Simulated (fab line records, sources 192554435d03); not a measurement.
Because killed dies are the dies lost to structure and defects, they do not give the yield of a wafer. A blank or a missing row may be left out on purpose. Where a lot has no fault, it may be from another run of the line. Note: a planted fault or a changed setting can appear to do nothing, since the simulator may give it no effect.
fab line records	flow n5_finfet
record: lots: 7	wafers: 21
route steps=1938 shown BEOL_M11@1578 BEOL_M13@1665 BEOL_M14@1723 BEOL_M15@1797 PAD_METAL@1895 PASSIVATION@1901
start_h: the number of hours between the record's first day and the start of the first shown wafer of the lot	wait_h: hours since the lot's step before	" the same as in the row above	L1.1+2: a single row standing in for several wafers	- no value, or no start given	* or withheld: withheld	< > ~ a bound
route shown NAME@n: names a module that has steps shown in the file, with the first one's number in the route	usual: the fault-free wafers' mean and standard deviation	same: alike in all rows	chamber/n: place in a boat	sites: the reading at each site	_std_site: standard deviation across them	_edge_site: the outer-site mean with the inner-site mean subtracted	radius_mm: how far each site lies from the wafer's centre	mask NAME#n: copy n	behind: the tool/chamber that last shaped the wafer	hold: what put the lot on hold/how long, in hours/how the hold closed	device: which transistor (n, p or np) failed to switch	end of line: the tests these same wafers got at the end of their route	a step without rows: its recipe alone	killed: dies that structure and defects cost at the first sort, which is not the same as the wafer's yield	map: a wafer's dies, marking killed ones x, the rest . and places with no die _
set.NAME: the setting that was run; set.NAME@STEP: the one run at that earlier step	model.NAME: the simulator's own value behind a step, which no gauge read
lots run with intentionally changed settings; tables by step, rows by wafer
== steps ==
step: N5_BEOL_M11_TRENCH_ETCH_37
recipe: chemistry: C4F6/O2	target_depth_a: 1488.3	target: SiCOH_lowk	time_s: 48	ion_energy_ev: 250	pressure_mtorr: 30	source_w: 345	bias_w: 185	Ar_flow_sccm: 300	C4F6_flow_sccm: 10	O2_flow_sccm: 10
lot.wafer	tool	chamber	start_h	wait_h	set.time_s	model.etch.depth_nm	model.BEOL_M11.feature_depth_nm
L075.1	rie_diel-05	3	-	-	48	143.6	143.6
L075.4	"	2	"	"	57.48	167.6	167.6
L075.5	"	3	"	"	48	144.2	144.2
L076.1	rie_diel-06	3	-	-	48	152.9	153
L076.2	"	1	"	"	44.21	136.5	136.6
L076.5	"	0	"	"	48	144.5	144.6
L081.1	rie_diel-06	0	-	-	54.2	162.7	162.8
L081.2	"	3	"	"	48	152.8	152.8
L081.4	"	1	"	"	54.2	167.7	167.8
L086.2	rie_diel-03	2	-	-	48	150.3	150.4
L086.3	"	3	"	"	48	147.7	147.6
L086.4	"	0	"	"	48	147.1	147
L085.1	rie_diel-06	1	-	-	48	148.2	148.2
L085.4	"	2	"	"	48	150.7	150.8
L085.5	"	3	"	"	48	151.7	151.6
L088.2	rie_diel-06	2	-	-	48	147.3	147.2
L088.4	"	0	"	"	48	143.4	143.4
L088.5	"	3	"	"	48	149.8	149.8
L095.4	rie_diel-06	0	-	-	48	141.8	141.8
L095.5	"	2	"	"	48	148.7	148.6
L095.6	"	3	"	"	39.93	125.3	125.2
step: N5_BEOL_M11_ETCH_41
recipe: chemistry: CH3F/O2	target: SiCN	target_depth_a: 426	taper_deg: 2	time_s: 86	ion_energy_ev: 120	mask_material: TiN	pressure_mtorr: 30	source_w: 395	bias_w: 75	Ar_flow_sccm: 150	CH3F_flow_sccm: 30	O2_flow_sccm: 20
step: N5_BEOL_M11_STRIP_77
recipe: chemistry: N2/H2	time_s: 10	power_w: 450	temp_c: 40	pressure_mtorr: 20	rf_frequency_hz: 6e+07	bias_power_w: 7	n2_flow_sccm: 200	h2_flow_sccm: 200
step: N5_BEOL_M11_OCD_MEAS_38
usual: trench_depth_nm: 148/3.4
lot.wafer	tool	chamber	start_h	wait_h	set.time_s@BEOL_M11_TRENCH_ETCH_37	trench_depth_nm
L075.1	ocd-02	-	241.43	-	48	143
L075.4	"	-	"	"	57.48	168
L075.5	"	-	"	"	48	144
L076.1	ocd-02	-	250.08	-	48	153
L076.2	"	-	"	"	44.21	137
L076.5	"	-	"	"	48	145
L081.1	ocd-02	-	278.96	-	54.2	163
L081.2	"	-	"	"	48	153
L081.4	"	-	"	"	54.2	167
L086.2	ocd-02	-	305.30	-	48	151
L086.3	"	-	"	"	48	148
L086.4	"	-	"	"	48	147
L085.1	ocd-01	-	310.89	-	48	149
L085.4	"	-	"	"	48	151
L085.5	"	-	"	"	48	152
L088.2	ocd-01	-	333.31	-	48	147
L088.4	"	-	"	"	48	143
L088.5	"	-	"	"	48	150
L095.4	ocd-02	-	386.39	-	48	142
L095.5	"	-	"	"	48	149
L095.6	"	-	"	"	39.93	125
step: N5_BEOL_M11_ALD_74
recipe: material: TaN	target_thk_a: 20	temp_c: 275	ald_precursor_family: PDMAT	ald_co_reactant: NH3	pressure_torr: 3	carrier_flow_sccm: 1500	pulse_time_s: 2	purge_time_s: 3	co_reactant_purge_time_s: 2	co_reactant_pulse_time_s: 3	ald_cycles: 40	precursor_vessel_temp_c: 75	precursor_vessel_pressure_torr: 26.25	precursor_vessel_carrier_sccm: 1000
lot.wafer	tool	chamber	start_h	wait_h	set.ald_cycles
L075.1+4	ald_metal-04	2,3	242.13	0.0	40
L075.5	"	0	"	"	42
L076.1+2	ald_metal-01	2,0	250.86	0.0	42
L076.5	"	2	"	"	40
L081.1+2	ald_metal-04	1,3	280.07	0.0	45
L081.4	"	2	"	"	40
L086.2+3	ald_metal-01	1,0	306.11	0.0	43
L086.4	"	3	"	"	40
L085.1	ald_metal-04	1	313.02	0.0	46
L085.4+5	"	0	"	"	40
L088.2+4+5	ald_metal-03	2,0,0	334.13	0.0	40
L095.4+5	ald_metal-04	2,0	387.23	0.0	36
L095.6	"	3	"	"	40
step: N5_BEOL_M11_SURFACE_TREAT_76
recipe: gas: Ar	time_s: *	ion_energy_ev: *	ion_current_ma_cm2: 0.5	pressure_mtorr: *	ar_flow_sccm: 30
step: N5_BEOL_M11_CVD_75
recipe: material: Co	target_thk_a: 20	temp_c: withheld	precursor: CCTBA/H2	pressure_torr: 30	time_s: 138.9
step: N5_BEOL_M11_ECD_50
recipe: material: Cu	target_thk_a: 3180
step: N5_BEOL_M11_ANNEAL_51
recipe: temp_c: 225	time_s: 90	ambient: N2
step: N5_BEOL_M11_CMP_52
recipe: stop_on: SiCOH_lowk	t_overpolish_s: 7	down_force_psi: 1	platen_rpm: 50	clearing_platen_down_force_psi: 1.5	clearing_platen_rpm: 50	post_cmp_clean: cu_alkaline	target_thk_nm: 140	clearing_platen_pad_velocity_m_s: 0.99484	pad_velocity_m_s: 0.99484
lot.wafer	tool	chamber	start_h	wait_h	set.time_s@BEOL_M11_TRENCH_ETCH_37	model.Cu_of_BEOL_M11_ECD_50.thk_nm
L075.4	cmp-02	0	243.63	0.1	57.48	159.4
L075.1	"	1	"	"	48	134.8
L075.5	"	0	"	"	48	135.8
L076.2	cmp-01	3	251.92	0.2	44.21	125
L076.1	"	0	"	"	48	145.6
L076.5	"	3	"	"	48	133.8
L081.4	cmp-02	2	281.31	0.1	54.2	159.2
L081.2	"	3	"	"	48	143
L081.1	"	0	"	"	54.2	154
L086.2	cmp-04	2	307.24	0.3	48	141.4
L086.4	"	3	"	"	48	139
L086.3	"	0	"	"	48	140
L085.4	cmp-02	2	314.23	0.2	48	143.2
L085.1	"	0	"	"	48	139.8
L085.5	"	2	"	"	48	145.8
L088.4	cmp-02	3	337.38	0.1	48	137
L088.2	"	0	"	"	48	141
L088.5	"	3	"	"	48	143.8
L095.4	cmp-01	1	388.41	0.2	48	132.8
L095.5	"	2	"	"	48	141.8
L095.6	"	3	"	"	39.93	115.2
step: N5_BEOL_M11_THK_MEAS_53
recipe: thk_meas_gauge: xrf	reads: Cu_of_BEOL_M11_ECD_50
usual: M11_THK: 139/3.8
lot.wafer	tool	chamber	start_h	wait_h	set.time_s@BEOL_M11_TRENCH_ETCH_37	M11_THK[nm]
L075.1	film_metro-02	-	243.92	-	48	135
L075.4	"	-	"	"	57.48	160
L075.5	"	-	"	"	48	136
L076.1	film_metro-01	-	252.21	-	48	145
L076.2	"	-	"	"	44.21	125
L076.5	"	-	"	"	48	134
L081.1	film_metro-02	-	281.60	-	54.2	152
L081.2	"	-	"	"	48	141
L081.4	"	-	"	"	54.2	157
L086.2	film_metro-01	-	307.49	-	48	142
L086.3	"	-	"	"	48	141
L086.4	"	-	"	"	48	139
L085.1	film_metro-01	-	314.49	-	48	141
L085.4	"	-	"	"	48	145
L085.5	"	-	"	"	48	148
L088.2	film_metro-01	-	337.67	-	48	141
L088.4	"	-	"	"	48	137
L088.5	"	-	"	"	48	143
L095.4	film_metro-01	-	388.59	-	48	135
L095.5	"	-	"	"	48	143
L095.6	"	-	"	"	39.93	116
step: N5_BEOL_M11_PRE_CLEAN_55
recipe: gas: NH3	time_s: 15	temp_c: withheld	rf_power_w: 300
step: N5_BEOL_M11_DEP_56
recipe: material: SiCN	target_thk_a: 300	temp_c: withheld	precursor: 3MS/NH3	pressure_torr: 3	rf_w: 675	time_s: 10.5
step: N5_BEOL_M11_RS_MEAS_57
recipe: thk_meas_gauge: four-point-probe	reads: Cu_of_BEOL_M11_ECD_50+Co_of_BEOL_M11_CVD_75+TaN_of_BEOL_M11_ALD_74
usual: M11_RS: 0.152/0.0045
lot.wafer	tool	chamber	start_h	wait_h	set.time_s@BEOL_M11_TRENCH_ETCH_37	M11_RS[ohm/sq]
L075.1	film_metro-02	-	244.05	0.0	48	0.157
L075.4	"	-	"	"	57.48	0.131
L075.5	"	-	"	"	48	0.155
L076.1	film_metro-01	-	252.34	0.0	48	0.144
L076.2	"	-	"	"	44.21	0.171
L076.5	"	-	"	"	48	0.158
L081.1	film_metro-01	-	281.74	0.1	54.2	0.136
L081.2	"	-	"	"	48	0.147
L081.4	"	-	"	"	54.2	0.131
L086.2	film_metro-01	-	307.62	0.0	48	0.149
L086.3	"	-	"	"	48	0.150
L086.4	"	-	"	"	48	0.152
L085.1	film_metro-01	-	314.61	0.0	48	0.150
L085.4	"	-	"	"	48	0.147
L085.5	"	-	"	"	48	0.144
L088.2	film_metro-01	-	337.80	0.0	48	0.149
L088.4	"	-	"	"	48	0.155
L088.5	"	-	"	"	48	0.146
L095.4	film_metro-01	-	388.73	0.0	48	0.160
L095.5	"	-	"	"	48	0.148
L095.6	"	-	"	"	39.93	0.187
step: N5_BEOL_M13_EXPOSE_07
recipe: mask_id: V12	na: 0.93	source_shape: conventional	sigma_outer: 0.6	polarization: unpolarized	attpsm_phase_deg: 180	dose_mj: 24.8
lot.wafer	tool	chamber	start_h	wait_h	mask	set.dose_mj
L075.1+4+5	krf_scanner-01	0	252.13	-	V12#0	24.8
L076.1	krf_scanner-02	0	259.40	-	V12#0	24.8
L076.2+5	"	0	"	"	V12#0	25.39
L081.1	krf_scanner-01	0	289.01	-	V12#0	26.18
L081.2+4	"	0	"	"	V12#0	24.8
L086.2+3	krf_scanner-02	0	312.58	-	V12#0	26.36
L086.4	"	0	"	"	V12#0	24.8
L085.1+4	krf_scanner-01	0	323.25	-	V12#0	24.8
L085.5	"	0	"	"	V12#0	26.14
L088.2+4+5	krf_scanner-01	0	344.52	-	V12#0	24.8
L095.4+5+6	krf_scanner-01	0	395.21	-	V12#0	24.8
step: N5_BEOL_M13_PEB_08
recipe: peb_temp_c: 130	peb_time_s: 90
step: N5_BEOL_M13_DEVELOP_09
recipe: develop_time_s: 45	rinse_liquid: diw	dry: air_spin	dev_temp_c: 21
step: N5_BEOL_M13_HARDBAKE_14
recipe: temp_c: 130	time_s: 120
step: N5_BEOL_M13_CD_MEAS_10
recipe: target_cd_nm: 190	landing_energy_ev: 500	detector: se_inlens	polarity: opening
usual: cd_nm: 190.8/1.5
lot.wafer	tool	chamber	start_h	wait_h	set.dose_mj@BEOL_M13_EXPOSE_07	cd_nm
L075.1	cd_sem-02	0	252.30	-	24.8	188.9
L075.4	"	0	"	"	24.8	189.6
L075.5	"	0	"	"	24.8	188.3
L076.1	cd_sem-02	0	259.57	-	24.8	191.3
L076.2	"	0	"	"	25.39	195.7
L076.5	"	0	"	"	25.39	195.0
L081.1	cd_sem-03	0	289.18	-	26.18	198.7
L081.2	"	0	"	"	24.8	192.0
L081.4	"	0	"	"	24.8	190.0
L086.2	cd_sem-03	0	312.75	-	26.36	199.3
L086.3	"	0	"	"	26.36	197.8
L086.4	"	0	"	"	24.8	190.2
L085.1	cd_sem-01	0	323.43	-	24.8	191.3
L085.4	"	0	"	"	24.8	189.6
L085.5	"	0	"	"	26.14	193.7
L088.2	cd_sem-01	0	344.68	-	24.8	188.7
L088.4	"	0	"	"	24.8	191.3
L088.5	"	0	"	"	24.8	190.6
L095.4	cd_sem-03	0	395.37	-	24.8	189.3
L095.5	"	0	"	"	24.8	192.3
L095.6	"	0	"	"	24.8	191.5
step: N5_BEOL_M14_PEB_08
recipe: peb_temp_c: 130	peb_time_s: 90
lot.wafer	tool	chamber	start_h	wait_h	set.peb_temp_c
L075.1+4+5	litho_track-03	0	264.55	0.1	130
L076.1+2+5	litho_track-02	0	265.25	0.1	130
L081.1+4	litho_track-02	0	296.65	0.1	133.4
L081.2	"	0	"	"	130
L086.2+4	litho_track-05	0	319.77	0.0	130.9
L086.3	"	0	"	"	130
L085.1+5	litho_track-05	0	329.49	0.1	130
L085.4	"	0	"	"	126.5
L088.2+4+5	litho_track-02	0	349.71	0.0	130
L095.4	litho_track-05	0	401.64	0.0	132.6
L095.5+6	"	0	"	"	130
step: N5_BEOL_M14_DEVELOP_09
recipe: develop_time_s: 45	rinse_liquid: diw	dry: air_spin	dev_temp_c: 21
step: N5_BEOL_M14_HARDBAKE_14
recipe: temp_c: 130	time_s: 120
step: N5_BEOL_M14_CD_MEAS_10
recipe: target_cd_nm: 250	landing_energy_ev: 500	detector: se_inlens	polarity: opening
usual: cd_nm: 249.6/2.6
lot.wafer	tool	chamber	start_h	wait_h	set.peb_temp_c@BEOL_M14_PEB_08	cd_nm
L075.1	cd_sem-03	0	264.67	-	130	249.1
L075.4	"	0	"	"	130	249.1
L075.5	"	0	"	"	130	248.3
L076.1	cd_sem-03	0	265.37	-	130	249.6
L076.2	"	0	"	"	130	248.6
L076.5	"	0	"	"	130	248.7
L081.1	cd_sem-03	0	296.76	-	133.4	259.1
L081.2	"	0	"	"	130	247.1
L081.4	"	0	"	"	133.4	262.2
L086.2	cd_sem-03	0	319.89	-	130.9	254.4
L086.3	"	0	"	"	130	251.0
L086.4	"	0	"	"	130.9	252.1
L085.1	cd_sem-01	0	329.61	-	130	250.2
L085.4	"	0	"	"	126.5	230.8
L085.5	"	0	"	"	130	248.3
L088.2	cd_sem-01	0	349.83	-	130	248.0
L088.4	"	0	"	"	130	246.9
L088.5	"	0	"	"	130	247.9
L095.4	cd_sem-01	0	401.76	-	132.6	261.2
L095.5	"	0	"	"	130	251.0
L095.6	"	0	"	"	130	252.1
step: N5_BEOL_M14_STRIP_71
recipe: chemistry: post_etch_residue_remover	time_s: 60	temp_c: 25	remover_ph: withheld	remover_water_wt_pct: withheld	remover_fluoride_wt_pct: withheld
step: N5_BEOL_M14_SRD_72
recipe: time_s: 30	temp_c: 23	rinse_liquid: diw	dry: n2_spin	spin_rpm: 1500	dry_time_s: 30
step: N5_BEOL_M14_CD_MEAS_17
recipe: target_cd_nm: 250	polarity: opening
usual: cd_nm: 250.6/2.9
lot.wafer	tool	chamber	start_h	wait_h	set.peb_temp_c@BEOL_M14_PEB_08	cd_nm
L075.1	cd_sem-02	-	265.58	0.0	130	251.2
L075.4	"	-	"	"	130	251.8
L075.5	"	-	"	"	130	250.8
L076.1	cd_sem-02	-	266.10	0.0	130	252.5
L076.2	"	-	"	"	130	249.6
L076.5	"	-	"	"	130	250.7
L081.1	cd_sem-01	-	297.29	0.0	133.4	261.4
L081.2	"	-	"	"	130	248.2
L081.4	"	-	"	"	133.4	264.7
L086.2	cd_sem-03	-	320.41	0.0	130.9	255.2
L086.3	"	-	"	"	130	253.1
L086.4	"	-	"	"	130.9	255.1
L085.1	cd_sem-01	-	330.13	0.0	130	253.1
L085.4	"	-	"	"	126.5	233.1
L085.5	"	-	"	"	130	251.2
L088.2	cd_sem-03	-	350.56	0.0	130	246.4
L088.4	"	-	"	"	130	244.5
L088.5	"	-	"	"	130	246.7
L095.4	cd_sem-03	-	402.29	0.0	132.6	261.5
L095.5	"	-	"	"	130	249.9
L095.6	"	-	"	"	130	254.7
step: N5_BEOL_M15_COAT_22
recipe: spin_rpm: 1704	resist_thk_nm: 800
lot.wafer	tool	chamber	start_h	wait_h	set.spin_rpm	model.coat_of_BEOL_M15_COAT_22.thk_nm
L076.1	litho_track-05	0	-	-	1704	798.2
L076.2	"	0	"	"	1704	800
L076.5	"	0	"	"	1704	798.4
L075.1	litho_track-05	0	-	-	1839	772.8
L075.4	"	0	"	"	1704	803
L075.5	"	0	"	"	1839	772.4
L081.1	litho_track-04	0	-	-	1704	802.4
L081.2	"	0	"	"	1704	803.8
L081.4	"	0	"	"	1704	805.4
L086.2	litho_track-04	0	-	-	1704	802.2
L086.3	"	0	"	"	1704	800.8
L086.4	"	0	"	"	1704	801.2
L085.1	litho_track-05	0	-	-	1807	776.6
L085.4	"	0	"	"	1807	776.8
L085.5	"	0	"	"	1704	800.6
L088.2	litho_track-05	0	-	-	1704	796.8
L088.4	"	0	"	"	1704	795.4
L088.5	"	0	"	"	1704	797.6
L095.4	litho_track-01	0	-	-	1704	801.6
L095.5	"	0	"	"	1790	783
L095.6	"	0	"	"	1704	803.8
step: N5_BEOL_M15_EBR_24
recipe: solvent: PGMEA	ebr_width_mm: 1.5
step: N5_BEOL_M15_SOFTBAKE_23
recipe: temp_c: 130	time_s: 60
step: N5_BEOL_M15_DESCUM_33
recipe: chemistry: O2	time_s: 7.9	source_power_w: 50	bias_power_w: 20	pressure_mtorr: 20	rf_frequency_hz: 2.712e+07	temp_c: 40	o2_flow_sccm: 225
step: N5_BEOL_M15_ETCH_61
recipe: chemistry: N2/H2	target: BARC	target_depth_a: 890	overetch_a: 267	time_s: 67.9	ion_energy_ev: 200	pressure_mtorr: 30	source_w: 840	bias_w: 150	n2_flow_sccm: 200	h2_flow_sccm: 200
lot.wafer	tool	chamber	start_h	wait_h	set.spin_rpm@BEOL_M15_COAT_22	model.coat_of_BEOL_M15_COAT_22.thk_nm
L076.1	rie_diel-03	3	276.44	0.0	1704	716.2
L076.2	"	0	"	"	1704	718.8
L076.5	"	0	"	"	1704	717.8
L075.1	rie_diel-05	3	276.72	0.0	1839	693
L075.4	"	2	"	"	1704	725
L075.5	"	2	"	"	1839	694.6
L081.1	rie_diel-05	2	302.61	0.0	1704	724.6
L081.2	"	0	"	"	1704	718.8
L081.4	"	3	"	"	1704	725.4
L086.2	rie_diel-05	1	327.83	0.0	1704	718.6
L086.3	"	3	"	"	1704	721.2
L086.4	"	2	"	"	1704	723.8
L085.1	rie_diel-06	3	337.84	0.0	1807	691.6
L085.4	"	0	"	"	1807	697
L085.5	"	1	"	"	1704	717.8
L088.2	rie_diel-06	2	361.70	0.0	1704	712.8
L088.4	"	1	"	"	1704	713.8
L088.5	"	1	"	"	1704	716
L095.4	rie_diel-05	3	409.77	0.0	1704	722.2
L095.5	"	3	"	"	1790	703.2
L095.6	"	0	"	"	1704	718.8
step: N5_PASSIVATION_SPUTTER_20
recipe: material: TaN	target_thk_a: 500	temp_c: 25	chamber_pressure_pa: 0.4
lot.wafer	tool	chamber	start_h	wait_h	set.target_thk_a	model.TaN_of_PASSIVATION_SPUTTER_20.thk_nm
L076.1	pvd_sputter-02	-	289.71	0.0	500	50.8
L076.2	"	-	"	"	537.3	54
L076.5	"	-	"	"	537.3	53.8
L075.1	pvd_sputter-01	-	290.52	0.0	500	50.2
L075.4	"	-	"	"	463.4	46.6
L075.5	"	-	"	"	500	51.2
L081.1	pvd_sputter-03	-	314.13	0.0	433.9	42.8
L081.2	"	-	"	"	500	48.2
L081.4	"	-	"	"	433.9	42
L086.2	pvd_sputter-01	-	341.85	0.0	500	50.8
L086.3	"	-	"	"	466.4	46.8
L086.4	"	-	"	"	500	50.2
L085.1	pvd_sputter-02	-	348.14	0.0	518	51
L085.4	"	-	"	"	518	52
L085.5	"	-	"	"	500	49.4
L088.2	pvd_sputter-03	-	375.19	0.0	500	50.6
L088.4	"	-	"	"	500	49
L088.5	"	-	"	"	500	48.6
L095.4	pvd_sputter-02	-	423.08	0.0	500	51
L095.5	"	-	"	"	539.6	54
L095.6	"	-	"	"	539.6	54.8
step: N5_PASSIVATION_EXPOSE_27
recipe: mask_id: PAD	na: 0.55	source_shape: conventional	sigma_outer: 0.8	polarization: unpolarized	defocus_nm: 0	dose_mj: 32.3
lot.wafer	tool	chamber	start_h	wait_h	mask	set.dose_mj
L076.1+2+5	krf_scanner-02	0	290.24	-	PAD#0	32.3
L075.1+4+5	krf_scanner-01	0	291.04	-	PAD#0	32.3
L081.1+2+4	krf_scanner-02	0	314.53	-	PAD#0	32.3
L086.2	krf_scanner-01	0	342.25	-	PAD#0	32.3
L086.3+4	"	0	"	"	PAD#0	30.48
L085.1	krf_scanner-01	0	348.53	-	PAD#0	32.3
L085.4+5	"	0	"	"	PAD#0	33.88
L088.2+4+5	krf_scanner-02	0	375.71	-	PAD#0	32.3
L095.4	krf_scanner-01	0	423.49	-	PAD#0	33.92
L095.5+6	"	0	"	"	PAD#0	32.3
step: N5_PASSIVATION_PEB_28
recipe: peb_temp_c: withheld	peb_time_s: *
step: N5_PASSIVATION_DEVELOP_29
recipe: develop_time_s: 60	rinse_liquid: diw	dry: air_spin	dev_temp_c: 21
step: N5_PASSIVATION_HARDBAKE_31
recipe: temp_c: 130	time_s: 120
step: N5_PASSIVATION_CD_MEAS_30
recipe: target_cd_nm: 4000	landing_energy_ev: 500	detector: se_inlens	polarity: opening
usual: cd_nm: 3998.2/2
lot.wafer	tool	chamber	start_h	wait_h	set.dose_mj@PASSIVATION_EXPOSE_27	cd_nm
L076.1	cd_sem-01	0	290.42	-	32.3	3999.2
L076.2	"	0	"	"	32.3	3999.0
L076.5	"	0	"	"	32.3	3998.5
L075.1	cd_sem-01	0	291.22	-	32.3	3997.4
L075.4	"	0	"	"	32.3	3998.9
L075.5	"	0	"	"	32.3	3997.4
L081.1	cd_sem-03	0	314.70	-	32.3	3996.7
L081.2	"	0	"	"	32.3	3998.5
L081.4	"	0	"	"	32.3	3994.9
L086.2	cd_sem-01	0	342.42	-	32.3	3997.8
L086.3	"	0	"	"	30.48	3986.1
L086.4	"	0	"	"	30.48	3985.0
L085.1	cd_sem-02	0	348.71	-	32.3	3998.6
L085.4	"	0	"	"	33.88	4007.3
L085.5	"	0	"	"	33.88	4004.5
L088.2	cd_sem-02	0	375.88	-	32.3	4000.0
L088.4	"	0	"	"	32.3	3997.6
L088.5	"	0	"	"	32.3	4002.2
L095.4	cd_sem-02	0	423.65	-	33.92	4007.5
L095.5	"	0	"	"	32.3	4000.7
L095.6	"	0	"	"	32.3	3997.4
== key ==
split: step: N5_BEOL_M11_TRENCH_ETCH_37	setting: time_s	stated: 48	by: wafer
response: step: N5_BEOL_M11_TRENCH_ETCH_37	reading: model.etch.depth_nm	change: +1.18	per: 1%	r: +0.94
response: step: N5_BEOL_M11_TRENCH_ETCH_37	reading: model.BEOL_M11.feature_depth_nm	change: +1.18	per: 1%	r: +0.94
response: step: N5_BEOL_M11_OCD_MEAS_38	reading: trench_depth_nm	change: +1.19	per: 1%	r: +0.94
response: step: N5_BEOL_M11_CMP_52	reading: model.Cu_of_BEOL_M11_ECD_50.thk_nm	change: +1.26	per: 1%	r: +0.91
response: step: N5_BEOL_M11_THK_MEAS_53	reading: M11_THK	change: +1.27	per: 1%	r: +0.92
response: step: N5_BEOL_M11_RS_MEAS_57	reading: M11_RS	change: -0.00154	per: 1%	r: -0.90
split: step: N5_BEOL_M11_ALD_74	setting: ald_cycles	stated: 40	by: wafer
response none clear
split: step: N5_BEOL_M13_EXPOSE_07	setting: dose_mj	stated: 24.8	by: wafer
response: step: N5_BEOL_M13_CD_MEAS_10	reading: cd_nm	change: +1.16	per: 1%	r: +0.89
split: step: N5_BEOL_M14_PEB_08	setting: peb_temp_c	stated: 130	by: wafer
response: step: N5_BEOL_M14_CD_MEAS_10	reading: cd_nm	change: +5.7	per: 1%	r: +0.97
response: step: N5_BEOL_M14_CD_MEAS_17	reading: cd_nm	change: +5.91	per: 1%	r: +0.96
split: step: N5_BEOL_M15_COAT_22	setting: spin_rpm	stated: 1704	by: wafer
response: step: N5_BEOL_M15_COAT_22	reading: model.coat_of_BEOL_M15_COAT_22.thk_nm	change: -3.88	per: 1%	r: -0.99
response: step: N5_BEOL_M15_ETCH_61	reading: model.coat_of_BEOL_M15_COAT_22.thk_nm	change: -3.82	per: 1%	r: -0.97
split: step: N5_PASSIVATION_SPUTTER_20	setting: target_thk_a	stated: 500	by: wafer
response: step: N5_PASSIVATION_SPUTTER_20	reading: model.TaN_of_PASSIVATION_SPUTTER_20.thk_nm	change: +0.467	per: 1%	r: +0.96
split: step: N5_PASSIVATION_EXPOSE_27	setting: dose_mj	stated: 32.3	by: wafer
response: step: N5_PASSIVATION_CD_MEAS_30	reading: cd_nm	change: +1.82	per: 1%	r: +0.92
